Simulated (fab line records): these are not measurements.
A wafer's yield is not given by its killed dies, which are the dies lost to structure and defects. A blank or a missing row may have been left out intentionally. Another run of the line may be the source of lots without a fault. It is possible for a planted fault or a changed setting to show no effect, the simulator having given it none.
The tool behind it: which one?	flow n5-finfet	12 lots, 36 wafers sampled, at 4 steps of a route of 1938

## WHAT THE GAUGES SHOWED, per wafer
N5_BEOL_M10_CD_MEAS_18: pitch 140 nm, target cd 70 nm.
lot	measured	on	cd-nm (nm)
L075	day 10 06:28	cd-sem-01	69.2 69.4 69.3
L077	day 10 13:56	cd-sem-01	69.4 69.4 69.7
L079	day 11 12:59	cd-sem-02	69.4 69.7 70.1
L082	day 11 22:39	cd-sem-01	71.0 70.1 70.1
L084	day 12 06:50	cd-sem-02	70.4 69.4 71.1
L085	day 12 16:34	cd-sem-01	70.4 70.8 70.7
L087	day 13 18:31	cd-sem-03	70.7 70.5 70.4
L088	day 13 18:20	cd-sem-03	69.9 69.2 69.9
L091	day 14 05:11	cd-sem-02	69.7 70.1 69.1
L094	day 15 02:35	cd-sem-03	70.5 70.4 69.9
L096	day 16 01:45	cd-sem-03	69.6 70.1 70.3
L097	day 16 09:29	cd-sem-03	70.4 70.9 70.0

## WHAT TOOL EACH LOT RAN ON (gives the tool, then ch and the chambers of the sampled wafers, and finally the start)
lot	N5_BEOL_M9_CMP_52	N5_BEOL_M10_ETCH_62	N5_BEOL_M10_STRIP_67
L075	cmp-02 ch 0,1,2, day 10 02:16	rie-diel-04 ch 0,2,3, day 10 06:02	rie-diel-04 ch 0,2,3, day 10 06:11
L077	cmp-04 ch 0,2, day 10 10:28	rie-diel-03 ch 0,2,3, day 10 13:34	rie-diel-03 ch 0,1,2, day 10 13:43
L079	cmp-04 ch 1,2, day 11 09:41	rie-diel-06 ch 1,2,3, day 11 12:32	rie-diel-06 ch 1,2,3, day 11 12:40
L082	cmp-02 ch 0,2,3, day 11 18:44	rie-diel-03 ch 0,1,3, day 11 22:11	rie-diel-03 ch 0,1,3, day 11 22:20
L084	cmp-04 ch 0,2,3, day 12 03:23	rie-diel-04 ch 0,2,3, day 12 06:28	rie-diel-04 ch 0,2,3, day 12 06:37
L085	cmp-02 ch 1,3, day 12 13:47	rie-diel-04 ch 0,1, day 12 16:13	rie-diel-04 ch 0,1, day 12 16:21
L087	cmp-04 ch 1,3, day 13 13:47	rie-diel-04 ch 1,2,3, day 13 18:08	rie-diel-04 ch 1,2,3, day 13 18:17
L088	cmp-02 ch 1,2,3, day 13 14:46	rie-diel-04 ch 1,2,3, day 13 17:53	rie-diel-04 ch 1,2,3, day 13 18:02
L091	cmp-04 ch 0,3, day 14 00:47	rie-diel-04 ch 0,2, day 14 04:49	rie-diel-04 ch 0,2, day 14 04:58
L094	cmp-04 ch 1,2, day 14 23:38	rie-diel-06 ch 0,1, day 15 02:11	rie-diel-06 ch 0,1, day 15 02:19
L096	cmp-01 ch 0,1,2, day 15 22:15	rie-diel-03 ch 0,2,3, day 16 01:23	rie-diel-03 ch 0,2,3, day 16 01:32
L097	cmp-04 ch 0,1,3, day 16 05:20	rie-diel-03 ch 1,3, day 16 09:07	rie-diel-03 ch 1,3, day 16 09:16
- N5_BEOL_M9_CMP_52: polishes, stops on SiCOH lowk, t overpolish 7 s, target thk 140 nm.
- N5_BEOL_M10_ETCH_62: etches SOC in N2/H2, target depth 110 nm, overetch 22 nm, time 165 s.
- N5_BEOL_M10_STRIP_67: strips in CF4.

## THE ANSWER, worked out from the rows above alone
Rule: the usual values come from the lots themselves. Put in order of their means at a reading, lots are off if they are a third of the lots or fewer, leave a main group of 4 or more, and stand apart from it by a gap of 3 or more times the standard deviation of the main group's means; of several such gaps the widest counts. A main group whose means are all the same, to the digits that the tables above print for the reading, isn't used. Also off: a lot with no number at a reading for which 4 or more lots have one. The other lots that the step has rows for count as sound.
No lot is off on any of the readings shown, so nothing can be concluded from this.

## WHAT THE SIMULATOR HAD INSERTED
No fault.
